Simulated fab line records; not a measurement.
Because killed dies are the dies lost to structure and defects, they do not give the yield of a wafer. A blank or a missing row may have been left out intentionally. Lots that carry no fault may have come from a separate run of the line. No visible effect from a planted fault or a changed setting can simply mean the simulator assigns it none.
Matching of chambers || flow n5 finfet || N5_BEOL_M1_ETCH_74 on rie diel-03 has 4 sister chambers
The step etches underlayer in N2/H2, target depth 6.5 nm, time 5.2 s. 20 wafers are shown with their chamber, then 10 later ones without.

WAFERS WITH THEIR CHAMBER
{"wafer": "L075.3", "chamber": 3, "showerhead plenum p Torr (Torr)": 2.64, "throttle valve pct (%)": 17.83, "drypump motor current A (A)": 5.2}
{"wafer": "L075.4", "chamber": 0, "showerhead plenum p Torr (Torr)": 2.67, "throttle valve pct (%)": 18.14, "drypump motor current A (A)": 5.7}
{"wafer": "L075.6", "chamber": 0, "showerhead plenum p Torr (Torr)": 2.67, "throttle valve pct (%)": 18.13, "drypump motor current A (A)": 5.6}
{"wafer": "L082.1", "chamber": 3, "showerhead plenum p Torr (Torr)": 2.63, "throttle valve pct (%)": 17.88, "drypump motor current A (A)": 5.2}
{"wafer": "L082.2", "chamber": 0, "showerhead plenum p Torr (Torr)": 2.67, "throttle valve pct (%)": 18.15, "drypump motor current A (A)": 5.7}
{"wafer": "L082.3", "chamber": 2, "showerhead plenum p Torr (Torr)": 2.43, "throttle valve pct (%)": 18.11, "drypump motor current A (A)": 5.5}
{"wafer": "L083.3", "chamber": 2, "showerhead plenum p Torr (Torr)": 2.43, "throttle valve pct (%)": 18.11, "drypump motor current A (A)": 5.5}
{"wafer": "L083.4", "chamber": 3, "showerhead plenum p Torr (Torr)": 2.63, "throttle valve pct (%)": 17.88, "drypump motor current A (A)": 5.2}
{"wafer": "L083.5", "chamber": 0, "showerhead plenum p Torr (Torr)": 2.67, "throttle valve pct (%)": 18.17, "drypump motor current A (A)": 5.7}
{"wafer": "L084.3", "chamber": 0, "showerhead plenum p Torr (Torr)": 2.67, "throttle valve pct (%)": 18.17, "drypump motor current A (A)": 5.7}
{"wafer": "L084.4", "chamber": 1, "showerhead plenum p Torr (Torr)": 2.52, "throttle valve pct (%)": 18.02, "drypump motor current A (A)": 5.8}
{"wafer": "L084.6", "chamber": 3, "showerhead plenum p Torr (Torr)": 2.63, "throttle valve pct (%)": 17.89, "drypump motor current A (A)": 5.3}
{"wafer": "L088.1", "chamber": 2, "showerhead plenum p Torr (Torr)": 2.42, "throttle valve pct (%)": 18.12, "drypump motor current A (A)": 5.4}
{"wafer": "L088.3", "chamber": 3, "showerhead plenum p Torr (Torr)": 2.62, "throttle valve pct (%)": 17.90, "drypump motor current A (A)": 5.3}
{"wafer": "L088.5", "chamber": 2, "showerhead plenum p Torr (Torr)": 2.42, "throttle valve pct (%)": 18.13, "drypump motor current A (A)": 5.5}
{"wafer": "L089.1", "chamber": 2, "showerhead plenum p Torr (Torr)": 2.42, "throttle valve pct (%)": 18.12, "drypump motor current A (A)": 5.5}
{"wafer": "L089.5", "chamber": 0, "showerhead plenum p Torr (Torr)": 2.66, "throttle valve pct (%)": 18.17, "drypump motor current A (A)": 5.7}
{"wafer": "L089.6", "chamber": 3, "showerhead plenum p Torr (Torr)": 2.62, "throttle valve pct (%)": 17.91, "drypump motor current A (A)": 5.3}
{"wafer": "L091.1", "chamber": 0, "showerhead plenum p Torr (Torr)": 2.66, "throttle valve pct (%)": 18.18, "drypump motor current A (A)": 5.7}
{"wafer": "L091.2", "chamber": 3, "showerhead plenum p Torr (Torr)": 2.62, "throttle valve pct (%)": 17.90, "drypump motor current A (A)": 5.3}

SIGNATURES (averages over the wafers above)
{"reading": "showerhead plenum p Torr", "chamber 0": 2.6671, "chamber 1": 2.5200, "chamber 2": 2.4240, "chamber 3": 2.6271, "scatter within a chamber": 0.00615}
{"reading": "throttle valve pct", "chamber 0": 18.1586, "chamber 1": 18.0200, "chamber 2": 18.1180, "chamber 3": 17.8843, "scatter within a chamber": 0.0202}
{"reading": "drypump motor current A", "chamber 0": 5.686, "chamber 1": 5.800, "chamber 2": 5.480, "chamber 3": 5.257, "scatter within a chamber": 0.0459}
Rule: a wafer's distance from a chamber is the root of the sum, over the readings, of the square of ((its reading less the chamber's mean) divided by the reading's scatter). If the next closest chamber is less than 2 further off than the closest, the wafer can't be placed; otherwise it belongs to the closest. The scatter is the square root of a quotient: the sum, over the shown wafers, of each reading's squared deviation from its chamber's mean, divided by wafers minus chambers.

WAFERS WITH NO CHAMBER GIVEN
{"wafer": "L091.6", "showerhead plenum p Torr (Torr)": 2.62, "throttle valve pct (%)": 17.89, "drypump motor current A (A)": 5.3}
{"wafer": "L092.1", "showerhead plenum p Torr (Torr)": 2.66, "throttle valve pct (%)": 18.19, "drypump motor current A (A)": 5.7}
{"wafer": "L092.2", "showerhead plenum p Torr (Torr)": 2.42, "throttle valve pct (%)": 18.14, "drypump motor current A (A)": 5.5}
{"wafer": "L092.3", "showerhead plenum p Torr (Torr)": 2.52, "throttle valve pct (%)": 18.02, "drypump motor current A (A)": 5.8}
{"wafer": "L092.4", "showerhead plenum p Torr (Torr)": 2.62, "throttle valve pct (%)": 17.90, "drypump motor current A (A)": 5.2}
{"wafer": "L092.5", "showerhead plenum p Torr (Torr)": 2.42, "throttle valve pct (%)": 18.15, "drypump motor current A (A)": 5.5}
{"wafer": "L092.6", "showerhead plenum p Torr (Torr)": 2.62, "throttle valve pct (%)": 17.90, "drypump motor current A (A)": 5.2}
{"wafer": "L093.2", "showerhead plenum p Torr (Torr)": 2.66, "throttle valve pct (%)": 18.21, "drypump motor current A (A)": 5.7}
{"wafer": "L093.4", "showerhead plenum p Torr (Torr)": 2.51, "throttle valve pct (%)": 18.06, "drypump motor current A (A)": 5.7}
{"wafer": "L093.5", "showerhead plenum p Torr (Torr)": 2.52, "throttle valve pct (%)": 18.04, "drypump motor current A (A)": 5.7}

WHICH CHAMBER EACH ONE RAN IN
{"wafer": "L091.6", "from the rows above": 3, "in truth": 3}
{"wafer": "L092.1", "from the rows above": 0, "in truth": 0}
{"wafer": "L092.2", "from the rows above": 2, "in truth": 2}
{"wafer": "L092.3", "from the rows above": 1, "in truth": 1}
{"wafer": "L092.4", "from the rows above": 3, "in truth": 3}
{"wafer": "L092.5", "from the rows above": 2, "in truth": 2}
{"wafer": "L092.6", "from the rows above": 3, "in truth": 3}
{"wafer": "L093.2", "from the rows above": 0, "in truth": 0}
{"wafer": "L093.4", "from the rows above": 1, "in truth": 1}
{"wafer": "L093.5", "from the rows above": 1, "in truth": 1}
Correct placement for 10 of the 10. Left unplaced by these rows: 0. Wrongly placed: 0.
